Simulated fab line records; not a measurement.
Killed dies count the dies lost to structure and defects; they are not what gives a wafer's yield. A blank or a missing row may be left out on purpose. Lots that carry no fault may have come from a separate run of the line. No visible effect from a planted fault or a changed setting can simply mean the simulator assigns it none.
Chamber matching + flow nand harc + NHARC_A_STAIRCASE_DESCUM_312 on rie diel-09: 4 sister chambers
The step chemistry O2, time 3 s. 4 wafers are shown with their chamber, then 8 later ones without.

== WAFERS, EACH WITH ITS CHAMBER ==
| wafer  | chamber | showerhead plenum p Torr (Torr) |
|--------|---------|---------------------------------|
| L088.5 | 0       | 1.78                            |
| L088.6 | 3       | 1.98                            |
| L091.5 | 2       | 1.90                            |
| L092.2 | 1       | 1.94                            |

== WAFERS WITHOUT THEIR CHAMBER ==
| wafer  | showerhead plenum p Torr (Torr) |
|--------|---------------------------------|
| L092.5 | 1.94                            |
| L092.6 | 1.90                            |
| L093.4 | 1.98                            |
| L093.5 | 1.90                            |
| L093.6 | 1.98                            |
| L095.1 | 1.93                            |
| L095.2 | 1.98                            |
| L095.5 | 1.93                            |

== THE CHAMBER EACH PASSED THROUGH ==
| wafer  | from the rows above | in truth |
|--------|---------------------|----------|
| L092.5 | 1                   | 1        |
| L092.6 | 2                   | 2        |
| L093.4 | 3                   | 3        |
| L093.5 | 2                   | 2        |
| L093.6 | 3                   | 3        |
| L095.1 | 1                   | 1        |
| L095.2 | 3                   | 3        |
| L095.5 | 1                   | 1        |
8 of 8 placed correctly. Left unplaced by these rows: 0. Wrongly placed: 0.
How it was worked out, from the rows above alone: a wafer's distance from a chamber is the root of the sum, over the readings, of the square of ((its reading less the chamber's mean) divided by the reading's scatter). The wafer belongs to the nearest chamber; if the next one is less than 2 further off, it can't be placed. A chamber's mean is the mean of its shown wafers. The scatter: root of mean squared gap, hidden wafer to nearest shown wafer, with one shown wafer a chamber.
